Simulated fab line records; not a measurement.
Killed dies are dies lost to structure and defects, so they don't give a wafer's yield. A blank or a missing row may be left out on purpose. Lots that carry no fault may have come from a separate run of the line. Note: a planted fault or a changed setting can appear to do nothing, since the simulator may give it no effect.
Split-lot trial || flow n5-finfet || 7 lots, 21 wafers read, on a route of 1938 steps

== ON THE SPLIT ==
At N5_MOL_CONTACT_COAG_SPUTTER_130 (material Co, target thk 47.5 nm), the setting power-w was moved away from the recipe's 3000 W on 7 of the 21 wafers read, by -13.4% to +12.3%. The other wafers ran this setting at the recipe's value.

The split's own step is where the reading is taken.

== THE READING ==
Co_of_MOL_CONTACT_COAG_SPUTTER_130.thk-nm (the simulator's own value, which no gauge read), in nm, at N5_MOL_CONTACT_COAG_SPUTTER_130 (material Co, target thk 47.5 nm). The file does not state a usual value for it. Average 47.3 nm, standard deviation 0.59 nm, over the 14 wafers here run with the recipe.

{"wafer": "L080.1", "tool, chamber at the split": "pvd-sputter-02, -", "power-w as run, W": 3000, "against the recipe": "recipe", "Co_of_MOL_CONTACT_COAG_SPUTTER_130.thk-nm, nm": 48.4, "against lot-mates on the recipe": "-"}
{"wafer": "L080.5", "tool, chamber at the split": "pvd-sputter-02, -", "power-w as run, W": 3000, "against the recipe": "recipe", "Co_of_MOL_CONTACT_COAG_SPUTTER_130.thk-nm, nm": 48.4, "against lot-mates on the recipe": "-"}
{"wafer": "L080.2", "tool, chamber at the split": "pvd-sputter-02, -", "power-w as run, W": 3000, "against the recipe": "recipe", "Co_of_MOL_CONTACT_COAG_SPUTTER_130.thk-nm, nm": 47.4, "against lot-mates on the recipe": "-"}
{"wafer": "L081.3", "tool, chamber at the split": "pvd-sputter-01, -", "power-w as run, W": 3000, "against the recipe": "recipe", "Co_of_MOL_CONTACT_COAG_SPUTTER_130.thk-nm, nm": 47.2, "against lot-mates on the recipe": "-"}
{"wafer": "L081.4", "tool, chamber at the split": "pvd-sputter-01, -", "power-w as run, W": 3370, "against the recipe": "+12.3%", "Co_of_MOL_CONTACT_COAG_SPUTTER_130.thk-nm, nm": 52.4, "against lot-mates on the recipe": "+5.2"}
{"wafer": "L081.6", "tool, chamber at the split": "pvd-sputter-01, -", "power-w as run, W": 3370, "against the recipe": "+12.3%", "Co_of_MOL_CONTACT_COAG_SPUTTER_130.thk-nm, nm": 52.2, "against lot-mates on the recipe": "+5.0"}
{"wafer": "L084.1", "tool, chamber at the split": "pvd-sputter-01, -", "power-w as run, W": 3000, "against the recipe": "recipe", "Co_of_MOL_CONTACT_COAG_SPUTTER_130.thk-nm, nm": 47.2, "against lot-mates on the recipe": "-"}
{"wafer": "L084.4", "tool, chamber at the split": "pvd-sputter-01, -", "power-w as run, W": 3000, "against the recipe": "recipe", "Co_of_MOL_CONTACT_COAG_SPUTTER_130.thk-nm, nm": 47.2, "against lot-mates on the recipe": "-"}
{"wafer": "L084.5", "tool, chamber at the split": "pvd-sputter-01, -", "power-w as run, W": 3000, "against the recipe": "recipe", "Co_of_MOL_CONTACT_COAG_SPUTTER_130.thk-nm, nm": 47.2, "against lot-mates on the recipe": "-"}
{"wafer": "L088.1", "tool, chamber at the split": "pvd-sputter-02, -", "power-w as run, W": 3000, "against the recipe": "recipe", "Co_of_MOL_CONTACT_COAG_SPUTTER_130.thk-nm, nm": 47, "against lot-mates on the recipe": "-"}
{"wafer": "L088.2", "tool, chamber at the split": "pvd-sputter-02, -", "power-w as run, W": 2598, "against the recipe": "-13.4%", "Co_of_MOL_CONTACT_COAG_SPUTTER_130.thk-nm, nm": 40, "against lot-mates on the recipe": -7.0}
{"wafer": "L088.3", "tool, chamber at the split": "pvd-sputter-02, -", "power-w as run, W": 2598, "against the recipe": "-13.4%", "Co_of_MOL_CONTACT_COAG_SPUTTER_130.thk-nm, nm": 41.4, "against lot-mates on the recipe": -5.6}
{"wafer": "L091.1", "tool, chamber at the split": "pvd-sputter-01, -", "power-w as run, W": 2696, "against the recipe": "-10.1%", "Co_of_MOL_CONTACT_COAG_SPUTTER_130.thk-nm, nm": 41.8, "against lot-mates on the recipe": -5.4}
{"wafer": "L091.5", "tool, chamber at the split": "pvd-sputter-01, -", "power-w as run, W": 3000, "against the recipe": "recipe", "Co_of_MOL_CONTACT_COAG_SPUTTER_130.thk-nm, nm": 47.8, "against lot-mates on the recipe": "-"}
{"wafer": "L091.6", "tool, chamber at the split": "pvd-sputter-01, -", "power-w as run, W": 3000, "against the recipe": "recipe", "Co_of_MOL_CONTACT_COAG_SPUTTER_130.thk-nm, nm": 46.6, "against lot-mates on the recipe": "-"}
{"wafer": "L093.1", "tool, chamber at the split": "pvd-sputter-02, -", "power-w as run, W": 3000, "against the recipe": "recipe", "Co_of_MOL_CONTACT_COAG_SPUTTER_130.thk-nm, nm": 47.6, "against lot-mates on the recipe": "-"}
{"wafer": "L093.2", "tool, chamber at the split": "pvd-sputter-02, -", "power-w as run, W": 3214, "against the recipe": "+7.1%", "Co_of_MOL_CONTACT_COAG_SPUTTER_130.thk-nm, nm": 51.4, "against lot-mates on the recipe": "+3.8"}
{"wafer": "L093.5", "tool, chamber at the split": "pvd-sputter-02, -", "power-w as run, W": 3214, "against the recipe": "+7.1%", "Co_of_MOL_CONTACT_COAG_SPUTTER_130.thk-nm, nm": 51.2, "against lot-mates on the recipe": "+3.6"}
{"wafer": "L095.3", "tool, chamber at the split": "pvd-sputter-01, -", "power-w as run, W": 3000, "against the recipe": "recipe", "Co_of_MOL_CONTACT_COAG_SPUTTER_130.thk-nm, nm": 46.8, "against lot-mates on the recipe": "-"}
{"wafer": "L095.4", "tool, chamber at the split": "pvd-sputter-01, -", "power-w as run, W": 3000, "against the recipe": "recipe", "Co_of_MOL_CONTACT_COAG_SPUTTER_130.thk-nm, nm": 47, "against lot-mates on the recipe": "-"}
{"wafer": "L095.6", "tool, chamber at the split": "pvd-sputter-01, -", "power-w as run, W": 3000, "against the recipe": "recipe", "Co_of_MOL_CONTACT_COAG_SPUTTER_130.thk-nm, nm": 46.2, "against lot-mates on the recipe": "-"}

THE FIT
A straight line over all 21 wafers: Co_of_MOL_CONTACT_COAG_SPUTTER_130.thk-nm changes by +0.476 nm for each +1% of power-w; r = +0.98; the points scatter about the line by 0.67 nm.
The same after taking each lot's own level away (the mean of its wafers on the recipe; 21 wafers): +0.464 nm for each +1%; r = +0.99; scatter 0.47 nm.
The reading moves by 6.2 nm for the largest change in power-w, on that fit.
Across the lots, their own levels run from 46.67 to 48.07 nm, a range of 2.4 times the standard deviation given above.
So the lot-to-lot level changes the slope little: the two slopes agree.
Check: with one of the wafers moved furthest among these (-13.4%) left out of the fit, the line predicts -6.02 nm for it against its lot-mates. Against them it came out at -7 nm.

== FURTHER SPLITS ON THESE WAFERS ==
Before the reading, these wafers also passed through other splits. Each is held against what the fit with the lots' levels taken away leaves over:
{"other split on the same wafers": "N5_SD_EPI_N_EPI_21 epi-growth-time-s", "wafers away from the commonest value": 7, "r with Co_of_MOL_CONTACT_COAG_SPUTTER_130.thk-nm (lot level and that fit taken away)": "+0.25"}
{"other split on the same wafers": "N5_ILD0_CMP_03 down-force-psi", "wafers away from the commonest value": 8, "r with Co_of_MOL_CONTACT_COAG_SPUTTER_130.thk-nm (lot level and that fit taken away)": -0.25}
{"other split on the same wafers": "N5_HKMG_FIN_PEB_10 peb-time-s", "wafers away from the commonest value": 8, "r with Co_of_MOL_CONTACT_COAG_SPUTTER_130.thk-nm (lot level and that fit taken away)": "+0.27"}
{"other split on the same wafers": "N5_GATE_CUT_ETCH_58 bias-w", "wafers away from the commonest value": 7, "r with Co_of_MOL_CONTACT_COAG_SPUTTER_130.thk-nm (lot level and that fit taken away)": -0.17}
{"other split on the same wafers": "N5_GATE_CUT_COAT_27 spin-rpm", "wafers away from the commonest value": 9, "r with Co_of_MOL_CONTACT_COAG_SPUTTER_130.thk-nm (lot level and that fit taken away)": -0.23}

== THE FILE'S OWN FIT ==
Co_of_MOL_CONTACT_COAG_SPUTTER_130.thk-nm changes by +0.471 nm for each +1% of power-w, r = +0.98.
